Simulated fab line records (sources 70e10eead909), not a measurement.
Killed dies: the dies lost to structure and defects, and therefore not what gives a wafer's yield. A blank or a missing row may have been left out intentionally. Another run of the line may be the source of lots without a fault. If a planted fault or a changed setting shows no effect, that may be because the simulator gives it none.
Comparing a struck lot with a sound one || flow nand-harc || 18 steps out of a route of 1159
Sound: the wafers L433.1, L433.5, L433.6. The struck wafers were L428.3, L428.4, L428.5. At the end, the cause is stated.
Each step with rows lists, per side, the tool, then ch with its chambers, then its first start. Under that, the readings that differ: sound wafers || struck wafers || difference of the means || sigmas: that difference in standard deviations of wafers without a fault.
alike: words and numbers the same on both sides, and readings whose means are apart by under 2 such deviations; not compared: readings that were withheld, readings missing a value for some wafer, numbers with overlapping values and no deviation given by the record, and bounds like >300 which may hide the same value.
The two part at a step that has a row with sigmas, a row that says differs or no value, or rows on one side only. Numbers that don't overlap but have no deviation are shown without sigmas and don't part them. Lack of a reading on every wafer of one side parts them only where that side has two or more wafers.

NHARC_P_M1_INSPECT_11:
  struck on defect-inspect-01, day 10 09:22; sound on defect-inspect-01, day 11 09:58
  alike: raw-defect-count
then, 1 step without rows for these wafers: NHARC_P_M1_DESCUM_14 (chemistry O2, time 3 s).
NHARC_P_M1_ETCH_35: etches the open film in N2/H2, target depth 40 nm, overetch 12 nm, time 43.94 s.
  sound on rie-diel-12 ch 2,3, day 11 10:07; struck on rie-diel-06 ch 0,2, day 10 09:31
  alike: chamber-pressure-mTorr, drypump-motor-current-A, oes-product-au, rf-fwd-power-W, rf-vpp-V, showerhead-plenum-p-Torr, throttle-valve-pct
  not compared: rf-hours-counter-h
then, 1 step without rows for these wafers: NHARC_P_M1_ETCH_15 (etches the open film in C4F8/Ar, target depth 182.5 nm, time 91.2 s).
NHARC_P_M1_CD_MEAS_16:
  struck on cd-sem-03, day 10 09:44; sound on cd-sem-03, day 11 10:20
  alike: cd-nm
NHARC_P_M1_STRIP_18: strips in N2/H2.
  sound on rie-diel-06 ch 0,1,2, day 11 10:29; struck on rie-diel-04 ch 0,3, day 10 09:50
  alike: chamber-pressure-mTorr, drypump-motor-current-A, oes-product-au, rf-fwd-power-W, rf-vpp-V, showerhead-plenum-p-Torr, throttle-valve-pct
  not compared: rf-hours-counter-h
then, 3 steps without rows for these wafers: NHARC_P_M1_ETCH_28 (etches the open film in CF4/N2, target depth 30 nm, time 72.99 s); NHARC_P_M1_STRIP_19 (strips in post etch residue remover, time 600 s); NHARC_P_M1_DEGAS_29 (time 60 s).
NHARC_P_M1_PRE_CLEAN_30: time 30 s.
  sound on pvd-sputter-03; struck on pvd-sputter-01
  alike: heater-power-w
NHARC_P_M1_PVD_20: deposits TaN, target thk 5 nm, time 8.06 s.
  sound on pvd-sputter-03; struck on pvd-sputter-01
  alike: substrate-temp-c, throttle-valve-pct
NHARC_P_M1_PVD_21: deposits Cu, target thk 30 nm, time 20.49 s.
  sound on pvd-sputter-03; struck on pvd-sputter-01
  alike: substrate-temp-c, throttle-valve-pct
NHARC_P_M1_ECD_22: material Cu, target thk 400 nm.
  sound on ecd-cu-01 ch 0,1, day 11 11:25; struck on ecd-cu-02 ch 0,1, day 10 10:54
  no value came back on the struck wafers for bath-heat-duty-pct (%), bath-temp-c (C); on the sound wafers bath-heat-duty-pct (%) reads 6.0 6.6 7.6
then, 1 step without rows for these wafers: NHARC_P_M1_ANNEAL_31 (time 90 s).
NHARC_P_M1_CMP_23: polishes, t overpolish 20 s, target thk 157.82 nm.
  sound on cmp-04 ch 2,3, day 11 12:08; struck on cmp-03 ch 0,1,2, day 10 11:34
{"reading": "time-to-endpoint-s (s)", "sound": "30 33 30", "struck": "0 3 0", "difference": -30, "sigmas": -10}
  alike: edge-zone-pressure-frac, motor-current-A
NHARC_P_M1_THK_MEAS_24: measures by xrf.
  struck on film-metro-01, day 10 11:51; sound on film-metro-01, day 11 12:28
{"reading": "thk-nm (nm)", "sound": "160.4 161.1 157.7", "struck": "29.2 32.0 28.4", "difference": -129.9, "sigmas": -76}
next, for these wafers, 1 step has no rows: NHARC_P_M1_SRD_25.
-- break in the record here, with 13 days between the starts of the struck wafers on either side (left off in module P_M1, picked up again in module END, where the first step shown is number 1159 on the route) --
NHARC_END_SORT_01:
  the record has rows for the struck wafers here (prober-02 ch 0, day 23 22:51) and none for the sound ones

== WHERE THEY PART ==
Last at NHARC_END_SORT_01 as far as this record goes, first at NHARC_P_M1_ECD_22.

WHY: the cause the simulator had injected
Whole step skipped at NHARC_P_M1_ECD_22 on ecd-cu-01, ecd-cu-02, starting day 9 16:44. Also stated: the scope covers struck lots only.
